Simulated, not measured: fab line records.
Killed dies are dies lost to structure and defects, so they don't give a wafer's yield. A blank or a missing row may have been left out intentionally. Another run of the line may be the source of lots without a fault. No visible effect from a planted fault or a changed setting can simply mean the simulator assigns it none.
A lot that was struck, set against a sound lot / flow n5_finfet / 36 out of 1938 route steps
Sound: the wafers L715.1, L715.3, L715.4. Struck: wafer L702.5. (L702.3, L702.4 of the same lot were not struck and are left out.) The cause comes at the end.
Each step with rows lists, per side, the tool, then ch with its chambers, then its first start. Under that, the readings that differ: sound wafers / struck wafers / difference of the means / sigmas: that difference in standard deviations of wafers without a fault.
alike: words and numbers the same on both sides, and readings whose means are apart by under 2 such deviations; not compared: readings that were withheld, readings missing a value for some wafer, numbers with overlapping values and no deviation given by the record, and bounds like >300 which may hide the same value.
A row with sigmas, a row that says differs or no value, or rows on one side alone: a step with any of these is where the two part. Numbers that don't overlap but have no deviation are shown without sigmas and don't part them. A reading that every wafer of one side lacks parts them only if that side has two wafers or more.

first, 9 steps without rows for these wafers: N5_BEOL_M10_ALD_74 (deposits TaN, target thk 2 nm, pulse time 2 s, purge time 3 s); N5_BEOL_M10_SURFACE_TREAT_76; N5_BEOL_M10_CVD_75 (deposits Co from CCTBA/H2, target thk 2 nm, time 138.9 s); N5_BEOL_M10_SPUTTER_48 (material Cu, target thk 12 nm, time 2 s); N5_BEOL_M10_ECD_50 (material Cu, target thk 318 nm); N5_BEOL_M10_ANNEAL_51 (time 90 s); N5_BEOL_M10_CMP_52 (polishes, stops on SiCOH lowk, t overpolish 7 s, target thk 140 nm); N5_BEOL_M10_PRE_CLEAN_55 (time 15 s); N5_BEOL_M10_DEP_56 (deposits SiCN from 3MS/NH3, target thk 15 nm, time 26.5 s).
N5_BEOL_M11_ILD_DEP_00: deposits SiCOH lowk from DEMS/porogen, target thk 308.51 nm, time 58 s.
  sound on pecvd-01 ch 0,2, day 16 04:11; struck on pecvd-01 ch 1, day 12 16:01
reading=run_length_s (s); sound=101.2 99.9 100.7; struck=82.7; difference=-17.9; sigmas=-27
reading=model.SiCOH_lowk_of_BEOL_M11_ILD_DEP_00.thk_nm (nm); sound=304.2 306.6 309.8; struck=218.8; difference=-88.1; sigmas=
  alike: heater_power_w, showerhead_plenum_p_Torr, throttle_valve_pct
then, 1 step without rows for these wafers: N5_BEOL_M11_CURE_71 (cures SiCOH lowk, time 240 s).
N5_BEOL_M11_THK_MEAS_01:
  sound: film_metro-02 at day 16 04:58; struck: film_metro-02 at day 12 16:36
reading=M11_ILD_THK (nm); sound=264 266 269; struck=189; difference=-77; sigmas=-23
then, 23 steps without rows for these wafers: N5_BEOL_M11_PECVD_70 (deposits SiO2 from TEOS/O2, target thk 20 nm, time 22.7 s); N5_BEOL_M11_HM_DEP_02 (deposits TiN, target thk 20 nm); N5_BEOL_M11_COAT_59 (time 60 s, resist thk 100 nm); N5_BEOL_M11_COAT_60 (time 60 s, resist thk 30 nm); N5_BEOL_M11_COAT_05 (resist thk 90 nm); N5_BEOL_M11_EBR_07; N5_BEOL_M11_SOFTBAKE_06 (time 60 s); N5_BEOL_M11_EXPOSE_08 (exposes mask M11); N5_BEOL_M11_PEB_09 (peb time 60 s); N5_BEOL_M11_DEVELOP_10 (develop time 30 s); N5_BEOL_M11_DESCUM_16 (chemistry O2, time 7.9 s); N5_BEOL_M11_ETCH_61 (etches SiARC in CF4, target depth 39 nm, time 65 s); N5_BEOL_M11_ETCH_62 (etches SOC in N2/H2, target depth 110 nm, overetch 22 nm, time 165 s); N5_BEOL_M11_STRIP_68 (strips in N2/H2); N5_BEOL_M11_STRIP_67 (strips in CF4); N5_BEOL_M11_HM_OPEN_17 (chemistry Cl2/BCl3, target TiN, target depth 20 nm, overetch 6 nm); N5_BEOL_M11_STRIP_19 (strips in O2); N5_BEOL_M11_COAT_63 (time 60 s, resist thk 100 nm); N5_BEOL_M11_COAT_64 (time 60 s, resist thk 30 nm); N5_BEOL_M11_COAT_22 (resist thk 90 nm); N5_BEOL_M11_EBR_24; N5_BEOL_M11_SOFTBAKE_23 (time 60 s); N5_BEOL_M11_EXPOSE_25 (exposes mask V10).
N5_BEOL_M11_CMP_52: polishes, stops on SiCOH lowk, t overpolish 7 s, target thk 140 nm.
  sound on cmp-04 ch 0,1,2, day 16 11:01; struck on cmp-04 ch 3, day 12 21:50
reading=model.SiCOH_lowk_of_BEOL_M11_ILD_DEP_00.thk_nm (nm); sound=261.2 263.4 266.2; struck=186; difference=-78; sigmas=
  alike: motor_current_A

WHERE THEY PART
First at N5_BEOL_M11_ILD_DEP_00; last, within this record, at N5_BEOL_M11_THK_MEAS_01. Later steps at which nothing parts them and some readings are alike: N5_BEOL_M11_CMP_52.

WHY: what the simulator had put in
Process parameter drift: pecvd-01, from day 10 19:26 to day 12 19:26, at N5_BEOL_M11_ILD_DEP_00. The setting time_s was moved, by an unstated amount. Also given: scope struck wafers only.
